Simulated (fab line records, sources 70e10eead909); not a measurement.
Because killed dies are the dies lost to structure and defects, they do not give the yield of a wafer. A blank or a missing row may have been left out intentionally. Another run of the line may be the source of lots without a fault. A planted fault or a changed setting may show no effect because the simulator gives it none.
Matching of chambers + flow nand_harc + NHARC_A_ZERO_WELL_ETCH_19 on rie_diel-05 has 4 sister chambers
The step etches the open film in N2/H2, target depth 80 nm, overetch 24 nm, time 87.88 s. 4 wafers are shown with their chamber, then 12 later ones without.

WAFERS PAIRED WITH THEIR CHAMBERS
| wafer  | chamber | drypump_motor_current_A (A) |
|--------|---------|-----------------------------|
| L092.3 | 1       | 5.7                         |
| L094.2 | 2       | 5.9                         |
| L094.3 | 3       | 5.1                         |
| L094.4 | 0       | 5.2                         |

WAFERS WITHOUT THEIR CHAMBER
| wafer  | drypump_motor_current_A (A) |
|--------|-----------------------------|
| L093.2 | 5.7                         |
| L093.3 | 5.9                         |
| L093.5 | 5.2                         |
| L095.1 | 5.7                         |
| L095.2 | 5.1                         |
| L095.3 | 5.3                         |
| L096.1 | 5.9                         |
| L096.2 | 5.3                         |
| L096.5 | 5.1                         |
| L097.2 | 5.3                         |
| L097.4 | 5.7                         |
| L097.6 | 5.3                         |

WHICH CHAMBER EACH ONE RAN IN
| wafer  | from the rows above     | in truth |
|--------|-------------------------|----------|
| L093.2 | 1                       | 1        |
| L093.3 | 2                       | 2        |
| L093.5 | can't be placed: 0 or 3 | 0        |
| L095.1 | 1                       | 1        |
| L095.2 | can't be placed: 3 or 0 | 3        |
| L095.3 | can't be placed: 0 or 3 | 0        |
| L096.1 | 2                       | 2        |
| L096.2 | can't be placed: 0 or 3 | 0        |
| L096.5 | can't be placed: 3 or 0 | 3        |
| L097.2 | can't be placed: 0 or 3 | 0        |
| L097.4 | 1                       | 1        |
| L097.6 | can't be placed: 0 or 3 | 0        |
Correct placement for 5 of the 12. Unplaceable from these rows: 7, with the true chamber sitting among the candidates in 7. Placed wrongly: 0.
How it was worked out, from the rows above alone: a wafer's distance from a chamber is the root of the sum, over the readings, of the square of ((its reading less the chamber's mean) divided by the reading's scatter). The wafer belongs to the nearest chamber; if the next one is less than 2 further off, it can't be placed. The mean given for a chamber averages the wafers shown for that chamber. The scatter (one wafer shown for each chamber): square how far every hidden wafer sits from the nearest shown wafer, average those squares and take the square root.
